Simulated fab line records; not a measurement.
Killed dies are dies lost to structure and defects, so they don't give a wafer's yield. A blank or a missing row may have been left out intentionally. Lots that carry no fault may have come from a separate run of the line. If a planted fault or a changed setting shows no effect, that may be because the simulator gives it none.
fab line records | flow nandHarc | part 2 of 2: steps 26 to 34 of 34
record: lots: 5 | wafers: 15 | lastDay: 24
route steps=1159 shown HYBRID_BOND@1097 THIN_TSV@1101
lots with no fault: from the same line, run without faults
startH: start of the lot's first displayed wafer, in hours after the record's first day | waitH: time in hours since the lot's previous step | " unchanged from the row above | L1.1+2: a single row standing in for several wafers | - no value, or no start was given | * or withheld: withheld | < > ~ a bound
route shown NAME@n: NAME is a module with steps in the file, n the number in the route of the first one | usual: mean and standard deviation over wafers with no fault | same: alike in all rows | chamber/n: place in a boat | sites: per-site readings | _std_site: standard deviation of those values | _edge_site: outer sites' mean less inner sites' | radiusMm: for every site, how far away it sits from the centre of the wafer | mask NAME#n: copy n | behind: the most recent tool/chamber to have shaped the wafer | hold: why the lot was held/for how many hours/how that ended | device: whichever transistor did not switch (one of n, p or np) | end of line: the route-end tests of the same wafers | where a step has no rows: the recipe by itself | killed: at the first sort, the dies lost to defects and structure; wafer yield is something else | map: dies across one wafer; x = killed, . = not, _ = none there
set.NAME: the setting the step ran with; set.NAME@STEP: the setting that earlier step ran with | model.NAME: the simulator's own value behind a step, which no gauge read
a table for each step, a row for each wafer; lots at some steps of the route
services: a tool's chamber out of use, with start hour (startH, from the record's first day; less than 0 if before it), hours out, and reason
== steps ==
step: NHARC_THIN_TSV_STRIP_45
recipe: powerW: 1500 | tempC: 250 | chemistry: O2
usual: drypumpMotorCurrentA: 5.8/0.46 | heaterPowerW: 354/35
lot.wafer | tool           | chamber | startH | waitH | drypumpMotorCurrentA | heaterPowerW | rfHoursCounterH
L077.1    | plasmaAsher-02 | 1       | 446.50 | 0.1   | 5.2                  | 308          | 28
L077.2    | "              | 0       | "      | "     | 5.7                  | 340          | 28
L077.4    | "              | 0       | "      | "     | 5.7                  | 349          | -
L089.1    | plasmaAsher-01 | 0       | 525.71 | 0.1   | 6.5                  | 392          | 19
L089.4    | "              | 1       | "      | "     | 5.8                  | 344          | -
L089.6    | "              | 0       | "      | "     | 6.5                  | 396          | -
L093.1    | plasmaAsher-01 | 1       | 529.25 | 0.1   | 5.8                  | 361          | 21
L093.4    | "              | 0       | "      | "     | 6.5                  | 406          | -
L093.5    | "              | 0       | "      | "     | 6.5                  | 401          | -
L094.2    | plasmaAsher-01 | 0       | 542.21 | 0.2   | 6.5                  | 400          | 27
L094.4    | "              | 0       | "      | "     | 6.4                  | 401          | -
L094.6    | "              | 0       | "      | "     | 6.5                  | 400          | -
L096.4    | plasmaAsher-01 | 0       | 543.69 | 0.4   | 6.5                  | 405          | -
L096.6    | "              | 1       | "      | "     | 5.8                  | 359          | -
L096.5    | "              | 0       | "      | "     | 6.5                  | 390          | -
step: NHARC_THIN_TSV_STRIP_46
recipe: timeS: 1200 | tempC: 72.5 | chemistry: postEtchResidueRemover
usual: bathGuardTempC: 72.7/0.68
lot.wafer | tool        | chamber | startH | waitH | bathGuardTempC
L077.1    | wetBench-10 | 5       | 446.85 | 0.3   | 72.0
L077.2    | "           | 6       | "      | "     | 71.6
L077.4    | "           | 0       | "      | "     | 72.7
L089.4    | wetBench-08 | 3       | 526.04 | 0.2   | 72.8
L089.6    | "           | 4       | "      | "     | 72.4
L089.1    | "           | 5       | "      | "     | 72.9
L093.1    | wetBench-10 | 3       | 529.60 | 0.3   | 73.7
L093.4    | "           | 5       | "      | "     | 72.1
L093.5    | "           | 0       | "      | "     | 72.7
L094.6    | wetBench-10 | 4       | 542.56 | 0.1   | 73.6
L094.2    | "           | 5       | "      | "     | 72.4
L094.4    | "           | 6       | "      | "     | 71.4
L096.5    | wetBench-10 | 4       | 543.91 | 0.1   | 73.7
L096.6    | "           | 6       | "      | "     | 71.4
L096.4    | "           | 7       | "      | "     | 73.3
step: NHARC_THIN_TSV_DEP_47
recipe: targetThkA: 2000 | tempC: withheld | pressureTorr: 6.5 | rfW: 900 | teosFlowSccm: 161.4 | flowSccm: 2650 | targetThkNm: 200 | gas: O2 | material: SiO2
usual: chamberPressureTorr: 6.501/0.014 | mfcPrecursorSccm: 161.4/0.58 | throttleValvePct: 16.1/0.71
lot.wafer | tool     | chamber | startH | waitH | chamberPressureTorr | mfcPrecursorSccm | throttleValvePct
L077.2    | pecvd-02 | 1       | 447.43 | -     | 6.525               | 161.1            | 16.0
L077.1    | "        | 0       | "      | "     | 6.505               | 161.9            | 16.6
L077.4    | "        | 1       | "      | "     | 6.526               | 161.2            | 15.7
L089.1    | pecvd-03 | 2       | 526.52 | -     | 6.502               | 161.4            | 15.6
L089.6    | "        | 2       | "      | "     | 6.497               | 161.4            | 15.4
L089.4    | "        | 1       | "      | "     | 6.508               | 162.0            | 16.2
L093.1    | pecvd-03 | 0       | 530.05 | -     | 6.482               | 160.1            | 15.9
L093.5    | "        | 0       | "      | "     | 6.480               | 160.3            | 15.9
L093.4    | "        | 2       | "      | "     | 6.498               | 161.8            | 15.3
L094.2    | pecvd-02 | 2       | 543.02 | -     | 6.498               | 161.3            | 14.8
L094.6    | "        | 1       | "      | "     | 6.509               | 161.3            | 15.5
L094.4    | "        | 2       | "      | "     | 6.514               | 160.7            | 14.8
L096.4    | pecvd-02 | 2       | 544.48 | -     | 6.488               | 162.8            | 14.8
L096.5    | "        | 0       | "      | "     | 6.474               | 160.8            | 16.9
L096.6    | "        | 1       | "      | "     | 6.506               | 161.4            | 15.6
step: NHARC_THIN_TSV_ETCHBACK_48
recipe: targetDepthA: 10285 | overEtchFrac: 0.3 | timeS: 405.17 | ionEnergyEv: 250 | c4f8FlowSccm: withheld | arFlowSccm: withheld | rfW: 600 | biasW: 300 | chemistry: C4F8/Ar
usual: oesProductAu: 0.937/0.029 | rfVppV: 547/3.2
lot.wafer | tool       | chamber | startH | waitH | oesProductAu | rfHoursCounterH | rfVppV
L077.1    | rieDiel-03 | 3       | 447.96 | 0.4   | 0.914        | 5               | 545
L077.4    | "          | 0       | "      | "     | 0.920        | 5               | 550
L077.2    | "          | 2       | "      | "     | 0.928        | 5               | 543
L089.4    | rieDiel-03 | 0       | 526.92 | -     | 0.924        | 13              | 549
L089.1    | "          | 2       | "      | "     | 0.935        | 13              | 545
L089.6    | "          | 1       | "      | "     | 0.915        | -               | 546
L093.4    | rieDiel-06 | 1       | 530.49 | -     | 0.984        | 7               | 550
L093.1    | "          | 2       | "      | "     | 0.994        | 6               | 555
L093.5    | "          | 0       | "      | "     | 0.980        | -               | 549
L094.2    | rieDiel-03 | 3       | 543.45 | -     | 0.927        | 17              | 544
L094.4    | "          | 0       | "      | "     | 0.928        | 16              | 549
L094.6    | "          | 1       | "      | "     | 0.918        | -               | 546
L096.4    | rieDiel-03 | 3       | 544.85 | -     | 0.918        | 17              | 546
L096.6    | "          | 0       | "      | "     | 0.915        | -               | 548
L096.5    | "          | 1       | "      | "     | 0.903        | -               | 546
step: NHARC_THIN_TSV_STRIP_62
recipe: powerW: 1500 | tempC: 250 | timeS: 20 | chemistry: N2/H2
usual: drypumpMotorCurrentA: 5.8/0.46 | heaterPowerW: 351/36
lot.wafer | tool           | chamber | startH | waitH | drypumpMotorCurrentA | heaterPowerW | rfHoursCounterH
L077.2    | plasmaAsher-01 | 1       | 448.32 | -     | 5.8                  | 353          | 56
L077.1    | "              | 0       | "      | "     | 6.5                  | 398          | 56
L077.4    | "              | 1       | "      | "     | 5.8                  | 349          | -
L089.1    | plasmaAsher-01 | 0       | 527.30 | -     | 6.5                  | 402          | 19
L089.4    | "              | 1       | "      | "     | 5.8                  | 353          | -
L089.6    | "              | 0       | "      | "     | 6.5                  | 393          | -
L093.1    | plasmaAsher-02 | 1       | 530.83 | -     | 5.2                  | 301          | 56
L093.4    | "              | 1       | "      | "     | 5.2                  | 300          | -
L093.5    | "              | 1       | "      | "     | 5.2                  | 293          | -
L094.2    | plasmaAsher-01 | 0       | 544.14 | -     | 6.5                  | 399          | 29
L094.4    | "              | 0       | "      | "     | 6.5                  | 404          | -
L094.6    | "              | 1       | "      | "     | 5.8                  | 357          | -
L096.4    | plasmaAsher-02 | 0       | 546.35 | -     | 5.7                  | 337          | -
L096.5    | "              | 1       | "      | "     | 5.2                  | 296          | -
L096.6    | "              | 0       | "      | "     | 5.7                  | 336          | -
step: NHARC_THIN_TSV_DEGAS_49
recipe: tempC: 300 | timeS: 120
usual: heaterPowerW: 466/52
lot.wafer | tool          | chamber | startH | waitH | heaterPowerW
L077.2    | pvdSputter-02 | -       | 448.50 | 0.2   | 462
L077.1    | "             | -       | "      | "     | 442
L077.4    | "             | -       | "      | "     | 438
L089.1    | pvdSputter-02 | -       | 527.45 | 0.1   | 437
L089.4    | "             | -       | "      | "     | 481
L089.6    | "             | -       | "      | "     | 449
L093.1    | pvdSputter-03 | -       | 531.01 | 0.2   | 596
L093.4    | "             | -       | "      | "     | 492
L093.5    | "             | -       | "      | "     | 460
L094.4    | pvdSputter-03 | -       | 544.30 | 0.1   | 495
L094.2    | "             | -       | "      | "     | 445
L094.6    | "             | -       | "      | "     | 588
L096.4    | pvdSputter-03 | -       | 546.49 | 0.1   | 510
L096.6    | "             | -       | "      | "     | 420
L096.5    | "             | -       | "      | "     | 440
step: NHARC_THIN_TSV_PRE_CLEAN_50
recipe: timeS: 30 | tempC: 280 | gas: H2/He
usual: heaterPowerW: 408/45
lot.wafer | tool          | chamber | startH | waitH | heaterPowerW
L077.1    | pvdSputter-02 | -       | -      | -     | 391
L077.2    | "             | -       | "      | "     | 369
L077.4    | "             | -       | "      | "     | 407
L089.4    | pvdSputter-02 | -       | -      | -     | 378
L089.1    | "             | -       | "      | "     | 389
L089.6    | "             | -       | "      | "     | 365
L093.4    | pvdSputter-03 | -       | -      | -     | 376
L093.1    | "             | -       | "      | "     | 393
L093.5    | "             | -       | "      | "     | 505
L094.4    | pvdSputter-03 | -       | -      | -     | 442
L094.2    | "             | -       | "      | "     | 401
L094.6    | "             | -       | "      | "     | 444
L096.4    | pvdSputter-03 | -       | -      | -     | 390
L096.5    | "             | -       | "      | "     | 375
L096.6    | "             | -       | "      | "     | 391
step: NHARC_THIN_TSV_PVD_19
recipe: targetThkA: 200 | chamberPressurePa: 5 | material: TaN
usual: chamberPressurePa: 5.001/0.0099 | throttleValvePct: 29.7/0.98
lot.wafer | tool          | chamber | startH | waitH | chamberPressurePa | throttleValvePct
L077.4    | pvdSputter-02 | -       | -      | -     | 5.011             | 30.5
L077.2    | "             | -       | "      | "     | 4.999             | 31.1
L077.1    | "             | -       | "      | "     | 5.000             | 29.0
L089.4    | pvdSputter-02 | -       | -      | -     | 4.986             | 30.6
L089.1    | "             | -       | "      | "     | 5.013             | 31.2
L089.6    | "             | -       | "      | "     | 5.009             | 29.8
L093.4    | pvdSputter-03 | -       | -      | -     | 4.991             | 30.4
L093.1    | "             | -       | "      | "     | 5.010             | 30.1
L093.5    | "             | -       | "      | "     | 5.002             | 30.4
L094.4    | pvdSputter-03 | -       | -      | -     | 5.003             | 28.1
L094.2    | "             | -       | "      | "     | 4.988             | 30.6
L094.6    | "             | -       | "      | "     | 4.991             | 28.0
L096.4    | pvdSputter-03 | -       | -      | -     | 4.995             | 30.4
L096.6    | "             | -       | "      | "     | 5.004             | 29.3
L096.5    | "             | -       | "      | "     | 5.005             | 27.9
step: NHARC_THIN_TSV_PVD_51
recipe: targetThkA: 1000 | chamberPressurePa: 5 | material: Cu
usual: chamberPressurePa: 5.000/0.01 | throttleValvePct: 29.7/0.93
lot.wafer | tool          | chamber | startH | waitH | chamberPressurePa | throttleValvePct
L077.4    | pvdSputter-02 | -       | -      | -     | 5.003             | 28.7
L077.2    | "             | -       | "      | "     | 5.007             | 29.9
L077.1    | "             | -       | "      | "     | 4.990             | 31.1
L089.1    | pvdSputter-02 | -       | -      | -     | 5.009             | 30.7
L089.4    | "             | -       | "      | "     | 5.010             | 29.1
L089.6    | "             | -       | "      | "     | 4.987             | 30.8
L093.4    | pvdSputter-03 | -       | -      | -     | 4.994             | 29.9
L093.1    | "             | -       | "      | "     | 4.994             | 27.7
L093.5    | "             | -       | "      | "     | 5.015             | 30.6
L094.2    | pvdSputter-03 | -       | -      | -     | 5.009             | 29.7
L094.4    | "             | -       | "      | "     | 5.004             | 29.0
L094.6    | "             | -       | "      | "     | 5.004             | 29.8
L096.4    | pvdSputter-03 | -       | -      | -     | 5.004             | 30.0
L096.6    | "             | -       | "      | "     | 5.003             | 30.6
L096.5    | "             | -       | "      | "     | 4.991             | 29.8
== services ==
tool           | chamber | startH | hours | kind
lithoTrack-05  | -       | 412.00 | 7.0   | pm
rieSi-02       | 0       | 413.27 | 19.2  | repair
pecvd-03       | -       | 416.29 | 0.8   | repair
rieDiel-06     | -       | 418.20 | 9.0   | pm
wetBench-10    | -       | 423.20 | 8.0   | pm
rieDiel-06     | 2       | 441.79 | 7.6   | repair
pecvd-02       | 2       | 443.88 | 5.0   | repair
plasmaAsher-01 | -       | 453.00 | 9.0   | pm
pvdSputter-03  | -       | 458.00 | 10.0  | pm
rieDiel-03     | 2       | 471.40 | 2.2   | repair
pecvd-03       | -       | 473.28 | 13.0  | pm
cmp-01         | -       | 473.50 | 4.0   | pm
rieDiel-03     | 1       | 483.38 | 5.1   | repair
rieDiel-02     | 2       | 490.50 | 7.8   | repair
rieDiel-02     | -       | 504.77 | 9.0   | pm
rieSi-03       | -       | 509.00 | 9.0   | pm
plasmaAsher-02 | -       | 511.46 | 0.5   | repair
lithoTrack-02  | -       | 515.01 | 7.0   | pm
pecvd-02       | -       | 515.04 | 13.0  | pm
wetBench-10    | -       | 526.55 | 1.7   | repair
rieSi-03       | -       | 526.94 | 0.1   | repair
plasmaAsher-02 | -       | 537.00 | 9.0   | pm
lithoTrack-07  | -       | 539.00 | 7.0   | pm
pvdSputter-02  | -       | 541.73 | 32.2  | repair
